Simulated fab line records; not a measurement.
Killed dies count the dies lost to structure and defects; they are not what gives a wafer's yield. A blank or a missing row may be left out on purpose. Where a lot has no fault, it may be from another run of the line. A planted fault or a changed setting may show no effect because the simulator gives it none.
fab line records	flow n5Finfet
record lots=7	wafers=17	lastDay=16
route steps=1938 shown BEOL_M0_SAQP@651 BEOL_M4@1111 PASSIVATION@1936
lots that met no fault: taken from a fault-free run of the same line
startH: hours from the record's opening day to when the first of the lot's shown wafers began	waitH: hours from the lot's prior step to this one	" unchanged from the row above	L1.1+2: a row that stands for several wafers	- either no value or no given start	* or withheld: withheld	< > ~ a bound
route shown NAME@n: NAME is a module with steps in the file, n the number in the route of the first one	usual: mean and standard deviation over wafers with no fault	same: alike in all rows	chamber/n: place in a boat	sites: readings site by site	_std_site: standard deviation of those values	_edge_site: outer sites' mean less inner sites'	radiusMm: how far each site lies from the wafer's centre	mask NAME#n: copy n	behind: the last tool/chamber to shape the wafer	hold: why the lot was held/for how many hours/how that ended	device: names the non-switching transistor (n, p or np)	end of line: at the end of the route, the tests of the same wafers	a step given without rows: its recipe and nothing more	killed: dies that structure and defects cost at the first sort, which is not the same as the wafer's yield	map: a wafer's dies, marking killed ones x, the rest . and places with no die _
set.NAME: the run value of the setting; set.NAME@STEP: its run value at that earlier step	model.NAME: the simulator's own value behind a step, which no gauge read
the route's steps for a sample of lots (tables are steps, rows are wafers)
services: when a tool's chamber went out of use (startH, in hours from the record's first day, below 0 if earlier), for how many hours, and the reason
## steps
# step N5_BEOL_M0_SAQP_INSPECT_16
# recipe mode=adi	inspectInstrument=brightfield
# usual rawDefectCount=505/140
lot.wafer	tool	chamber	startH	waitH	rawDefectCount
L625.3	defectInspect-01	-	120.25	0.0	309
L625.4	"	-	"	"	641
L623.1	defectInspect-02	-	132.76	0.0	811
L623.3	"	-	"	"	750
L623.5	"	-	"	"	635
L627.4	defectInspect-02	-	134.90	0.0	559
L627.5	"	-	"	"	525
L627.6	"	-	"	"	449
L631.2	defectInspect-02	-	160.46	0.0	402
L631.4	"	-	"	"	463
L633.1	defectInspect-02	-	171.39	0.0	740
L633.2	"	-	"	"	701
L633.4	"	-	"	"	949
L638.2	defectInspect-01	-	198.48	0.0	473
L638.6	"	-	"	"	508
L643.2	defectInspect-02	-	225.14	0.0	496
L643.3	"	-	"	"	412
# step N5_BEOL_M0_SAQP_STRIP_86
# recipe chemistry=N2/H2	powerW=500	tempC=40	pressureMtorr=50	rfFrequencyHz=6e+07	overashFraction=0.3	biasPowerW=28	h2Frac=0.5	n2FlowSccm=300	h2FlowSccm=300
# usual chamberPressureMTorr=49.99/0.078	drypumpMotorCurrentA=5.9/0.56	oesProductAu=0.79/0.077	rfVppV=121.8/1.7	showerheadPlenumPTorr=3.36/0.11	throttleValvePct=18.9/0.36
lot.wafer	tool	chamber	startH	waitH	chamberPressureMTorr	drypumpMotorCurrentA	oesProductAu	rfHoursCounterH	rfVppV	showerheadPlenumPTorr	throttleValvePct
L625.3	rieDiel-04	1	120.74	0.1	50.05	5.0	0.91	13	123.7	3.46	19.2
L625.4	"	2	"	"	50.05	5.8	0.76	148	118.7	3.23	18.6
L623.1	rieDiel-02	1	133.17	0.1	50.07	5.4	0.75	151	121.9	3.37	18.8
L623.3	"	3	"	"	50.05	6.0	0.71	160	121.2	3.34	19.3
L623.5	"	1	"	"	50.03	5.4	0.76	-	122.0	3.36	18.8
L627.4	rieDiel-01	2	135.93	0.0	49.97	6.8	0.81	111	121.0	3.28	19.0
L627.5	"	1	"	"	49.86	6.4	0.90	-	122.6	3.41	18.8
L627.6	"	2	"	"	50.01	6.8	0.81	-	123.1	3.27	18.9
L631.2	rieDiel-02	2	160.91	0.1	49.98	6.2	0.92	12	124.7	3.55	18.6
L631.4	"	2	"	"	49.91	6.2	0.92	-	119.9	3.55	18.6
L633.1	rieDiel-01	1	171.84	0.1	50.04	6.3	0.88	40	122.3	3.40	18.8
L633.2	"	3	"	"	49.88	6.3	0.74	177	118.1	3.31	18.1
L633.4	"	0	"	"	49.97	5.1	0.91	34	121.1	3.28	19.0
L638.2	rieDiel-04	2	198.89	0.1	49.86	5.7	0.73	173	120.2	3.22	18.6
L638.6	"	2	"	"	49.94	5.7	0.73	-	118.8	3.22	18.6
L643.2	rieDiel-04	2	225.88	0.4	50.07	5.7	0.73	182	121.9	3.22	18.7
L643.3	"	1	"	"	49.95	5.0	0.84	47	120.5	3.44	19.2
# step N5_BEOL_M0_SAQP_SPACER1_ETCHBACK_99
# recipe chemistry=CHF3/O2	mode=anisotropicEtchback	target=SiO2	targetDepthA=154	timeS=7.7	pressureMtorr=30	sourceW=650	biasW=170	Ar_flow_sccm=200	CHF3_flow_sccm=50	O2_flow_sccm=5	ionEnergyEv=200
# usual CHF3_flow_sccm=50.01/0.16	O2_flow_sccm=5.000/0.015	chamberPressureMTorr=30.001/0.026	drypumpMotorCurrentA=5.9/0.56	oes_ar_750_au=0.80/0.082	oesProductAu=0.80/0.082	rfVppV=523/16	showerheadPlenumPTorr=2.41/0.083	throttleValvePct=18.79/0.26
lot.wafer	tool	chamber	startH	waitH	CHF3_flow_sccm	O2_flow_sccm	chamberPressureMTorr	drypumpMotorCurrentA	oes_ar_750_au	oesProductAu	rfHoursCounterH	rfVppV	showerheadPlenumPTorr	throttleValvePct
L625.3	rieDiel-04	1	121.99	0.3	49.76	4.997	29.975	5.0	0.94	0.92	13	513	2.47	18.84
L625.4	"	3	"	"	50.04	5.020	29.967	6.7	0.82	0.82	112	526	2.32	18.54
L623.1	rieDiel-02	2	134.21	0.3	50.24	4.979	29.975	6.2	0.94	0.97	2	514	2.57	18.67
L623.3	"	3	"	"	50.03	4.991	30.029	6.0	0.72	0.71	161	534	2.40	19.18
L623.5	"	3	"	"	49.96	4.995	30.023	6.0	0.72	0.72	-	535	2.40	19.18
L627.4	rieDiel-04	1	136.96	0.3	50.16	5.018	30.023	5.0	0.93	0.92	-	512	2.47	18.85
L627.5	"	3	"	"	50.17	5.004	29.999	6.6	0.81	0.81	-	526	2.31	18.54
L627.6	"	2	"	"	50.23	4.995	29.997	5.7	0.74	0.73	-	527	2.30	18.64
L631.2	rieDiel-02	2	162.05	0.3	49.92	5.000	30.010	6.2	0.91	0.91	12	513	2.56	18.70
L631.4	"	0	"	"	49.63	5.031	29.994	5.6	0.69	0.68	-	495	2.46	19.21
L633.1	rieDiel-04	3	172.93	0.3	50.26	4.999	29.985	6.7	0.81	0.80	130	526	2.31	18.59
L633.2	"	2	"	"	50.06	5.002	30.004	5.8	0.73	0.73	166	529	2.30	18.65
L633.4	"	1	"	"	50.14	4.996	30.038	5.0	0.90	0.65	31	514	2.46	18.82
L638.2	rieDiel-01	2	200.47	0.3	49.76	5.026	30.060	6.8	0.76	0.79	131	528	2.31	18.44
L638.6	"	3	"	"	50.02	5.013	30.027	6.2	0.73	0.72	-	515	2.38	18.58
L643.2	rieDiel-01	3	226.91	0.3	50.22	4.995	29.983	6.2	0.72	0.73	194	515	2.38	18.61
L643.3	"	1	"	"	49.95	4.988	29.980	6.4	0.86	0.86	58	498	2.46	19.13
# step N5_BEOL_M0_SAQP_MANDREL1_REMOVE_100
# recipe chemistry=HBr/Cl2/O2	btTimeS=10	target=a-Si	stopOn=SiNx	endpoint=OES-SiCl	overEtchFrac=0.85	icpW=600	biasW=30	HBr_flow_sccm=150	Cl2_flow_sccm=80	O2_flow_sccm=5	pressureMtorr=10
# usual O2_flow_sccm=5.000/0.016	chamberPressureMTorr=10.000/0.009	drypumpMotorCurrentA=5.6/0.46	heBacksideLeakSccm=2.8/0.39	mfcCl2Sccm=80.01/0.26	oesProductAu=1.003/0.018	throttleValvePct=36.6/0.51
lot.wafer	tool	chamber	startH	waitH	O2_flow_sccm	chamberPressureMTorr	drypumpMotorCurrentA	heBacksideLeakSccm	mfcCl2Sccm	oesProductAu	rfHoursCounterH	throttleValvePct
L625.3	rieSi-06	2	122.07	0.1	5.004	10.003	4.9	2.7	79.93	0.993	2	36.4
L625.4	"	3	"	"	4.964	10.003	4.7	2.5	79.90	1.032	72	37.1
L623.1	rieSi-04	3	134.30	0.1	4.988	10.005	5.7	2.6	80.06	1.003	167	36.4
L623.3	"	0	"	"	4.985	10.002	6.4	2.5	80.09	1.007	46	36.9
L623.5	"	2	"	"	4.997	10.010	6.2	3.5	79.51	1.007	-	37.1
L627.4	rieSi-04	2	137.01	0.0	4.987	9.994	6.2	3.3	80.03	1.011	122	37.1
L627.5	"	2	"	"	5.003	9.991	6.2	3.4	80.29	1.009	-	37.1
L627.6	"	3	"	"	4.990	10.004	5.7	2.6	80.24	1.008	-	36.4
L631.2	rieSi-02	1	162.14	0.1	4.992	9.994	5.4	2.6	79.95	0.980	39	36.7
L631.4	"	2	"	"	5.010	10.002	5.3	2.9	80.03	1.003	135	36.5
L633.1	rieSi-04	1	173.02	0.1	4.992	10.005	6.0	2.6	80.28	1.029	60	35.7
L633.2	"	2	"	"	4.999	9.992	6.2	3.4	80.45	1.011	123	37.1
L633.4	"	3	"	"	5.013	9.997	5.7	2.6	80.07	0.514	168	36.4
L638.2	rieSi-04	1	200.56	0.1	4.997	10.002	6.0	2.5	80.15	1.030	61	35.7
L638.6	"	1	"	"	4.993	9.982	6.0	2.6	80.20	1.023	-	35.7
L643.2	rieSi-04	1	227.00	0.1	4.983	10.002	6.0	2.6	79.80	1.032	61	35.7
L643.3	"	0	"	"	5.002	9.994	6.4	2.5	80.49	1.001	48	36.9
# step N5_BEOL_M0_SAQP_CD_MEAS_25
# recipe targetCdNm=13.1	landingEnergyEv=1000	detector=seInlens
# usual cdNm=12.79/0.24
lot.wafer	tool	chamber	startH	waitH	cdNm
L625.3	cdSem-03	0	122.18	0.1	12.80
L625.4	"	0	"	"	12.84
L623.1	cdSem-03	0	134.41	0.1	12.97
L623.3	"	0	"	"	12.81
L623.5	"	0	"	"	12.52
L627.4	cdSem-03	0	137.13	0.1	12.92
L627.5	"	0	"	"	12.64
L627.6	"	0	"	"	12.76
L631.2	cdSem-03	0	162.25	0.1	13.13
L631.4	"	0	"	"	12.43
L633.1	cdSem-03	0	173.14	0.1	12.61
L633.2	"	0	"	"	12.67
L633.4	"	0	"	"	-
L638.2	cdSem-03	0	200.67	0.1	12.40
L638.6	"	0	"	"	12.66
L643.2	cdSem-01	0	227.11	0.1	12.42
L643.3	"	0	"	"	12.59
# step N5_BEOL_M0_SAQP_ETCH_101
# recipe chemistry=CH3F/O2	target=SiNx	maskMaterial=SiO2	targetDepthA=299	timeS=42.7	pressureMtorr=30	sourceW=395	biasW=73	Ar_flow_sccm=150	CH3F_flow_sccm=30	O2_flow_sccm=20	ionEnergyEv=120
# usual CH3F_flow_sccm=30.00/0.085	O2_flow_sccm=20.00/0.055	chamberPressureMTorr=30.003/0.026	drypumpMotorCurrentA=5.9/0.58	oes_ar_750_au=0.80/0.082	oesProductAu=0.80/0.081	rfVppV=296/8.5	showerheadPlenumPTorr=1.99/0.067	throttleValvePct=16.23/0.24
lot.wafer	tool	chamber	startH	waitH	CH3F_flow_sccm	O2_flow_sccm	chamberPressureMTorr	drypumpMotorCurrentA	oes_ar_750_au	oesProductAu	rfHoursCounterH	rfVppV	showerheadPlenumPTorr	throttleValvePct
L625.3	rieDiel-01	2	122.22	0.0	29.90	19.98	30.010	6.8	0.78	0.80	107	300	1.92	15.89
L625.4	"	1	"	"	30.00	19.94	29.984	6.4	0.91	0.89	24	282	2.05	16.46
L623.1	rieDiel-04	1	134.54	0.1	29.94	20.06	29.996	5.0	0.93	0.90	17	292	2.05	16.27
L623.3	"	3	"	"	30.09	20.02	30.026	6.6	0.81	0.81	117	297	1.92	16.05
L623.5	"	3	"	"	29.93	19.94	30.001	6.6	0.81	0.81	-	296	1.92	16.04
L627.4	rieDiel-02	0	137.25	0.1	30.01	19.93	30.032	5.6	0.70	0.69	237	283	2.05	16.66
L627.5	"	3	"	"	30.13	19.91	30.025	6.0	0.72	0.71	-	304	1.99	16.66
L627.6	"	0	"	"	29.96	19.96	30.032	5.6	0.70	0.69	-	282	2.05	16.66
L631.2	rieDiel-02	0	162.28	0.0	29.99	20.02	29.985	5.6	0.69	0.68	246	281	2.04	16.66
L631.4	"	3	"	"	29.95	20.00	29.988	6.0	0.71	0.71	-	304	1.99	16.67
L633.1	rieDiel-04	3	173.18	0.0	30.09	19.96	29.987	6.6	0.80	0.81	131	298	1.92	16.07
L633.2	"	0	"	"	30.25	20.01	30.037	6.1	0.72	0.73	173	319	2.07	16.43
L633.4	"	2	"	"	30.22	20.07	29.994	5.7	0.73	0.38	166	300	1.90	16.11
L638.2	rieDiel-04	3	200.71	0.0	30.08	20.01	29.985	6.7	0.79	0.81	138	298	1.91	16.08
L638.6	"	3	"	"	30.02	20.09	30.015	6.7	0.79	0.81	-	298	1.91	16.09
L643.2	rieDiel-01	0	227.43	0.3	29.94	19.89	30.026	5.1	0.84	0.86	51	299	1.94	15.95
L643.3	"	3	"	"	30.15	20.02	29.981	6.3	0.72	0.71	194	292	1.98	16.12
# step N5_BEOL_M0_SAQP_SPACER2_ETCHBACK_27
# recipe chemistry=CHF3/O2	mode=anisotropicEtchback	target=SiO2	targetDepthA=225	timeS=11.25	pressureMtorr=30	sourceW=650	biasW=170	Ar_flow_sccm=200	CHF3_flow_sccm=50	O2_flow_sccm=5	ionEnergyEv=200
# usual CHF3_flow_sccm=49.98/0.14	O2_flow_sccm=5.001/0.015	chamberPressureMTorr=29.999/0.028	drypumpMotorCurrentA=5.9/0.57	oes_ar_750_au=0.80/0.078	oesProductAu=0.80/0.078	rfVppV=522/15	showerheadPlenumPTorr=2.40/0.08	throttleValvePct=18.77/0.24
lot.wafer	tool	chamber	startH	waitH	CHF3_flow_sccm	O2_flow_sccm	chamberPressureMTorr	drypumpMotorCurrentA	oes_ar_750_au	oesProductAu	rfHoursCounterH	rfVppV	showerheadPlenumPTorr	throttleValvePct
L625.3	rieDiel-02	0	124.50	0.3	50.02	5.016	29.990	5.6	0.70	0.69	232	496	2.47	19.18
L625.4	"	1	"	"	49.78	5.021	29.996	5.3	0.78	0.76	-	523	2.41	18.82
L623.1	rieDiel-04	1	136.44	0.5	49.81	5.000	30.035	5.0	0.93	0.91	18	513	2.47	18.87
L623.3	"	2	"	"	49.91	5.003	30.022	5.7	0.74	0.73	153	529	2.30	18.65
L623.5	"	1	"	"	49.97	4.998	30.014	5.0	0.93	0.91	-	515	2.47	18.84
L627.4	rieDiel-04	3	139.06	0.3	50.08	4.997	29.998	6.6	0.81	0.81	-	525	2.31	18.56
L627.5	"	2	"	"	49.85	5.009	29.940	5.8	0.74	0.73	-	529	2.30	18.66
L627.6	"	1	"	"	49.97	5.013	29.968	5.0	0.93	0.90	-	514	2.47	18.85
L631.2	rieDiel-04	0	164.08	0.3	50.02	5.002	30.042	6.1	0.73	0.74	169	561	2.50	18.99
L631.4	"	1	"	"	49.89	4.995	29.977	5.0	0.91	0.89	28	513	2.46	18.87
L633.1	rieDiel-02	2	175.69	0.3	49.97	4.999	30.005	6.2	0.89	0.91	18	514	2.56	18.69
L633.2	"	3	"	"	49.97	4.953	30.001	6.0	0.71	0.70	177	536	2.39	19.20
L633.4	"	2	"	"	50.10	5.008	30.029	6.2	0.90	0.90	-	514	2.56	18.70
L638.2	rieDiel-02	0	202.52	0.5	49.92	4.995	29.978	5.6	0.96	0.94	4	495	2.46	18.83
L638.6	"	0	"	"	49.79	5.015	29.979	5.5	0.96	0.96	-	496	2.46	18.82
L643.2	rieDiel-01	1	229.23	0.3	49.79	5.011	29.988	6.3	0.86	0.85	59	498	2.46	19.14
L643.3	"	0	"	"	50.13	5.003	30.000	5.1	0.85	0.87	52	528	2.33	18.44
# step N5_BEOL_M4_RC_MEAS_101
# usual DIBL_N=36.9/2.1	DIBL_P=37.1/2.5	IOFF_N=0.17/0.039	IOFF_P=0.23/0.043	ION_N=673/15	ION_P=462/9.1	SS_N=71.8/0.69	SS_P=73.6/0.74	VT_N=250/3.6	VT_P=-249.7/2.9
lot.wafer	tool	chamber	startH	waitH	DIBL_N[mV/V]	DIBL_P[mV/V]	IOFF_N[nA/um]	IOFF_P[nA/um]	ION_N[uA/um]	ION_P[uA/um]	SS_N[mV/dec]	SS_P[mV/dec]	VT_N[mV]	VT_P[mV]
L625.3	prober-02	0	181.22	0.3	40.9	43.9	0.29	0.35	703	476	72.5	75.0	241	-245.6
L625.4	"	0	"	"	39.4	41.2	0.23	0.29	682	461	72.1	74.2	245	-245.4
L623.1	prober-01	0	185.58	0.0	37.9	37.0	0.18	0.19	674	447	71.8	73.2	248	-249.9
L623.3	"	0	"	"	39.5	40.3	0.22	0.23	687	456	71.9	74.3	247	-250.1
L623.5	"	0	"	"	37.5	36.5	0.16	0.17	664	444	72.2	73.8	253	-252.8
L627.4	prober-02	0	197.94	0.5	35.4	35.1	0.14	0.20	662	456	71.9	74.4	255	-251.6
L627.5	"	0	"	"	34.6	34.5	0.14	0.19	659	451	72.0	73.8	254	-250.6
L627.6	"	0	"	"	37.6	37.6	0.18	0.22	683	469	72.3	74.3	251	-250.2
L631.2	prober-02	0	218.58	0.2	34.7	36.2	0.14	0.21	661	459	71.6	73.8	252	-247.3
L631.4	"	0	"	"	37.2	38.4	0.19	0.25	668	466	72.7	74.6	249	-244.8
L633.1	prober-02	0	230.13	0.0	35.7	36.2	0.15	0.23	671	473	71.8	74.2	254	-250.8
L633.2	"	0	"	"	33.3	32.3	0.12	0.17	657	459	70.3	73.5	255	-253.7
L638.2	prober-02	0	259.98	0.2	39.5	38.7	0.20	0.21	673	460	72.6	74.1	250	-253.2
L638.6	"	0	"	"	37.3	38.4	0.16	0.21	678	463	71.5	73.8	250	-253.3
L643.2	prober-02	0	284.01	0.2	35.4	36.7	0.15	0.21	682	469	71.2	73.3	250	-251.0
L643.3	"	0	"	"	37.2	37.4	0.17	0.22	679	463	71.5	74.3	250	-249.4
# step N5_PASSIVATION_PROBE_49
# usual defectLimitedYield=91.3/1.4	killed_at_M0_to_M3=32/9.5	killed_at_M4_up=14/5.2	killedAtContacts=13/5.7	killedAtFrontEnd=41/12	killedAtOther=3.5/2.6	killedDies=103/17	killedOnRim=14/4	killedOpen=68/14	killedShort=32/7	sort_bin_4_leakage=0.01/0.051	sort_bin_5_function=5.0/0.91	sort_bin_6_memory=3.3/0.7	sortNPass=1076/17	sortYieldPct=91.2/1.4
# same grossDies=1180	killedAtBackSide=0	sort_bin_8_speed[%]=0
lot.wafer	tool	chamber	startH	waitH	defectLimitedYield[%]	killed_at_M0_to_M3	killed_at_M4_up	killedAtContacts	killedAtFrontEnd	killedAtOther	killedDies	killedOnRim	killedOpen	killedShort	sort_bin_4_leakage[%]	sort_bin_5_function[%]	sort_bin_6_memory[%]	sortNPass	sortYieldPct[%]
L623.1	prober-02	-	289.71	0.0	91.3	28	23	18	27	7	103	12	75	28	0	5.2	3.2	1077	91.3
L623.3	prober-02	-	289.81	0.1	91.0	22	17	23	42	2	106	13	72	32	0	4.7	3.6	1074	91.0
L623.5	prober-02	-	289.91	0.2	90.6	24	18	23	43	3	111	14	82	28	0	4.8	4.3	1069	90.6
L627.4	prober-01	-	301.48	0.2	91.9	33	13	11	35	3	95	14	65	20	0	4.1	3.1	1085	91.9
L627.5	prober-01	-	301.53	0.2	91.6	37	20	14	27	1	99	12	67	29	0	5.2	2.9	1081	91.6
L627.6	prober-01	-	301.58	0.3	93.2	32	6	18	21	3	80	14	49	27	0	3.6	2.9	1100	93.2
L631.2	prober-01	-	314.67	0.1	92.4	27	10	21	28	4	90	13	57	33	0	4.7	2.9	1090	92.4
L631.4	prober-01	-	314.77	0.2	90.3	34	16	19	42	4	115	16	76	38	0	5.4	3.7	1065	90.3
L633.1	prober-01	-	331.17	0.0	92.6	26	8	21	32	0	87	13	57	28	0	4.4	2.5	1093	92.6
L633.2	prober-01	-	331.22	0.1	93.8	22	12	8	28	3	73	4	46	26	0	3.6	2.5	1107	93.8
L633.4	prober-01	-	331.32	0.2	15.3	921	22	17	33	7	1000	151	67	32	0	81.7	2.8	180	15.3
L643.2	prober-01	-	378.13	0.1	91.7	25	11	4	56	2	98	14	69	28	0	5.3	2.5	1082	91.7
L643.3	prober-01	-	378.18	0.1	89.5	44	17	9	53	1	124	14	84	39	0	5.3	4.8	1056	89.5
# killed by level:class
L623.1 MOL_CONTACT_COAG:geometricParticle:open=16 BEOL_M0_SAQP:geometricParticle:short=7 BEOL_M4:geometricParticle:open=7 STI_FIN_REVEAL:geometricParticle:open=6 BEOL_M0:geometricParticle:open=5 BEOL_M2:geometricParticle:open=5 BEOL_M5:geometricParticle:open=5 MIM_TOP_ETCH:geometricParticle:open=5
L623.3 MOL_CONTACT_COAG:geometricParticle:open=21 FIN_SAQP:geometricParticle:short=9 STI_FIN_REVEAL:geometricParticle:open=7 DUMMY_GATE:geometricParticle:open=5 GATE_CUT:geometricParticle:short=5 BEOL_M2:geometricParticle:open=5 BEOL_M3:geometricParticle:open=5 BEOL_M4:geometricParticle:open=5
L623.5 MOL_CONTACT_COAG:geometricParticle:open=18 STI_FIN_REVEAL:geometricParticle:open=11 BEOL_M3:geometricParticle:open=10 FIN_SAQP:geometricParticle:open=9 BEOL_M4:geometricParticle:open=8 FIN_SAQP:geometricParticle:short=6 MOL_CONTACT_COAG:geometricParticle:short=5 BEOL_M1:geometricParticle:open=4
L627.4 STI_FIN_REVEAL:geometricParticle:open=12 MOL_CONTACT_COAG:geometricParticle:open=11 BEOL_M0_SAQP:geometricParticle:open=9 BEOL_M0_SAQP:geometricParticle:short=6 BEOL_M2:geometricParticle:open=6 GATE_CUT:geometricParticle:open=5 BEOL_M1:geometricParticle:open=5 BEOL_M4:geometricParticle:open=5
L627.5 BEOL_M4:geometricParticle:open=14 MOL_CONTACT_COAG:geometricParticle:open=10 STI_FIN_REVEAL:geometricParticle:open=9 BEOL_M2:geometricParticle:open=9 BEOL_M0_SAQP:geometricParticle:short=6 GATE_CUT:geometricParticle:short=5 DUMMY_GATE:geometricParticle:open=5 BEOL_M0_SAQP:geometricParticle:open=5
L627.6 MOL_CONTACT_COAG:geometricParticle:open=14 BEOL_M2:geometricParticle:open=7 STI_FIN_REVEAL:geometricParticle:open=6 BEOL_M0_SAQP:geometricParticle:short=6 MOL_CONTACT_COAG:geometricParticle:short=4 GATE_CUT:geometricParticle:short=4 BEOL_M3:geometricParticle:open=4 BEOL_M1:geometricParticle:open=4
L631.2 MOL_CONTACT_COAG:geometricParticle:open=18 FIN_SAQP:geometricParticle:short=12 BEOL_M0_SAQP:geometricParticle:open=5 BEOL_M2:geometricParticle:open=5 BEOL_M4:geometricParticle:open=5 FIN_SAQP:geometricParticle:open=4 BEOL_M0:geometricParticle:open=4 BEOL_M1:geometricParticle:open=4
L631.4 MOL_CONTACT_COAG:geometricParticle:open=15 FIN_SAQP:geometricParticle:open=14 BEOL_M3:geometricParticle:open=11 BEOL_M4:geometricParticle:open=8 GATE_CUT:geometricParticle:open=5 GATE_CUT:geometricParticle:short=5 BEOL_M0_SAQP:geometricParticle:open=5 BEOL_M1:geometricParticle:short=5
L633.1 MOL_CONTACT_COAG:geometricParticle:open=16 BEOL_M0_SAQP:geometricParticle:short=9 STI_FIN_REVEAL:geometricParticle:open=7 BEOL_M2:geometricParticle:open=6 STI_FIN_REVEAL:geometricParticle:short=5 MOL_CONTACT_COAG:geometricParticle:short=5 BEOL_M4:geometricParticle:open=5 STARTING-WAFER:geometricParticle:open=5
L633.2 FIN_SAQP:geometricParticle:short=11 MOL_CONTACT_COAG:geometricParticle:open=7 BEOL_M1:geometricParticle:open=6 FIN_SAQP:geometricParticle:open=5 BEOL_M3:geometricParticle:open=5 BEOL_M4:geometricParticle:open=5 STI_FIN_REVEAL:geometricParticle:open=3 BEOL_M0_SAQP:geometricParticle:short=3
L633.4 BEOL_M0_SAQP:areaEtchback=899 MOL_CONTACT_COAG:geometricParticle:open=14 BEOL_M4:geometricParticle:open=10 STI_FIN_REVEAL:geometricParticle:open=9 FIN_SAQP:geometricParticle:short=5 GATE_CUT:geometricParticle:short=4 BEOL_M0_SAQP:geometricParticle:short=4 BEOL_M1:geometricParticle:open=4
L643.2 STI_FIN_REVEAL:geometricParticle:open=20 BEOL_M3:geometricParticle:open=10 FIN_SAQP:geometricParticle:short=9 BEOL_M4:geometricParticle:open=8 FIN_SAQP:geometricParticle:open=7 BEOL_M1:geometricParticle:open=5 GATE_CUT:geometricParticle:short=4 STARTING-WAFER:geometricParticle:open=4
L643.3 BEOL_M3:geometricParticle:open=24 STI_FIN_REVEAL:geometricParticle:open=16 FIN_SAQP:geometricParticle:short=10 BEOL_M4:geometricParticle:open=8 MOL_CONTACT_COAG:geometricParticle:open=7 BEOL_M1:geometricParticle:open=7 FIN_SAQP:geometricParticle:open=6 BEOL_M3:geometricParticle:short=5
## services
tool	chamber	startH	hours	kind
rieDiel-02	2	102.90	-	clean
rieDiel-02	2	102.90	-	consumableReplace:focusRing
rieDiel-02	2	102.90	-	consumableReplace:showerhead
rieDiel-02	2	102.90	25.0	scheduledDown
rieDiel-02	2	102.90	25.0	ventCycle
rieSi-06	1	103.48	8.0	repair
rieDiel-04	2	114.20	1.9	repair
rieSi-02	3	124.63	12.3	repair
rieDiel-04	-	131.63	0.8	repair
rieDiel-04	0	132.51	11.9	repair
rieSi-02	-	145.78	2.8	pm
rieSi-06	1	146.47	8.6	repair
rieDiel-02	1	156.55	15.9	repair
rieSi-06	0	160.43	9.1	repair
rieDiel-01	3	165.35	3.0	repair
rieDiel-02	0	172.64	-	clean
rieDiel-02	0	172.64	-	consumableReplace:focusRing
rieDiel-02	0	172.64	14.3	scheduledDown
rieDiel-02	0	172.64	14.3	ventCycle
rieSi-04	0	189.98	8.7	repair
rieDiel-01	2	220.07	16.1	repair
rieSi-06	-	221.99	15.6	pm
## key
firstSign step=N5_BEOL_M0_SAQP_MANDREL1_REMOVE_100	reading=oesProductAu	direction=down	sigmas=27	usual=1.003	struck=0.514
effect step=N5_BEOL_M0_SAQP_CD_MEAS_25	reading=cdNm	direction=missing
effect step=N5_BEOL_M0_SAQP_ETCH_101	reading=oesProductAu	direction=down	sigmas=5.2	usual=0.80	struck=0.38
effect step=N5_PASSIVATION_PROBE_49	reading=killed_at_M0_to_M3	direction=up	sigmas=94	usual=32	struck=921
moreKillsBornAt N5_BEOL_M0_SAQP_SPACER1_ETCHBACK_99@rieDiel-04=899
metAt N5_BEOL_M0_SAQP_SPACER1_ETCHBACK_99
struckLots L633
struckWafers L633.4
laterRowsLeftOut L633.4
notActingAt N5_BEOL_M0_SAQP_INSPECT_16,N5_BEOL_M0_SAQP_STRIP_86,N5_BEOL_M0_SAQP_SPACER2_ETCHBACK_27
onsetBetween 136.96 172.93
fault kind=processParameterDrift	tool=rieDiel-04	chamber=-	onsetH=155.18	steps=N5_BEOL_M0_SAQP_SPACER1_ETCHBACK_99	channel=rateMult	offset=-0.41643	shape=step	endH=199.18	scope=struckWafersOnly
# laterRowsLeftOut: the simulator's readings of these wafers behind a module that went badly wrong aren't trusted and aren't shown, but for the sort
